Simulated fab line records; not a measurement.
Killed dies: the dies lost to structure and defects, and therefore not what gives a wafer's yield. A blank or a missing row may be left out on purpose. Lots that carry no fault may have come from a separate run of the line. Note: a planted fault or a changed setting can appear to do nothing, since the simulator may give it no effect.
2 desks, one fault    flow nand_harc    numbers are kept per desk, each desk with only its own; the story behind them comes last

== AT THE TOOL OWNER'S DESK: rie_diel-03 ==
The tool's own readings at NHARC_P_GATE_ETCH_114 (etches the open film in CF4/O2, target depth 30 nm, overetch 3 nm, time 16.5 s): means of the sampled wafers that have a number, for each lot that ran on this tool. Marked OUT: a lot whose mean sits more than 4 standard deviations from the usual mean, which makes it out of limits; the brackets give that distance. Only the readings that lie furthest out on some lot appear, 7 of the 9 it has.
Columns: A = bias_w at NHARC_P_GATE_ETCH_114, usual 100.0 W; B = cf4_flow_sccm at NHARC_P_GATE_ETCH_114, usual 80.00 sccm; C = chamber_pressure_mTorr at NHARC_P_GATE_ETCH_114, usual 30.000 mTorr; D = mfc_ar_sccm at NHARC_P_GATE_ETCH_114, usual 0.006 sccm; E = oes_product_au at NHARC_P_GATE_ETCH_114, usual 0.998 a.u.; F = rf_vpp_V at NHARC_P_GATE_ETCH_114, usual 197.7 V; G = showerhead_plenum_p_Torr at NHARC_P_GATE_ETCH_114, usual 1.33 Torr
lot   first seen here  A      B      C       D      E      F      G
L349  day 6 02:00      99.7   79.88  30.003  0.004  0.989  197.7  1.31
L354  day 8 13:00      100.2  80.20  30.030  0.032  1.002  196.0  1.28
Result from this desk: across the 2 lots, nothing is out of limits.

== AT THE METROLOGY DESK ==
Means of the sampled wafers that have a number, per lot and without regard to the tool the lot ran on: this is what the gauges read. Marked OUT: a lot whose mean sits more than 4 standard deviations from the usual mean, which makes it out of limits; the brackets give that distance.
Columns: A = trench_depth_nm at NHARC_P_STI_OCD_MEAS_17, usual 300 nm; B = trench_foot_cd_nm at NHARC_P_STI_OCD_MEAS_17, usual 158 nm
lot   first seen here  A    B
L346  day 2 22:14      299  156
L348  day 3 17:40      302  160
L349  day 4 01:20      302  157
L350  day 4 11:45      294  163
L351  day 4 23:06      292  162
L353  day 5 21:28      303  159
L354  day 6 09:07      303  157
L359  day 8 07:58      300  157
L360  day 8 15:52      300  158
L361  day 9 01:13      303  160
L369  day 12 12:13     303  157
Result from this desk: across the 11 lots, nothing is out of limits.

== TAKEN TOGETHER ==
Nothing out of limits was seen by the tool owner's desk.
At the metrology desk, nothing out of limits was observed.

== WHAT THE SIMULATOR HAD PUT IN ==
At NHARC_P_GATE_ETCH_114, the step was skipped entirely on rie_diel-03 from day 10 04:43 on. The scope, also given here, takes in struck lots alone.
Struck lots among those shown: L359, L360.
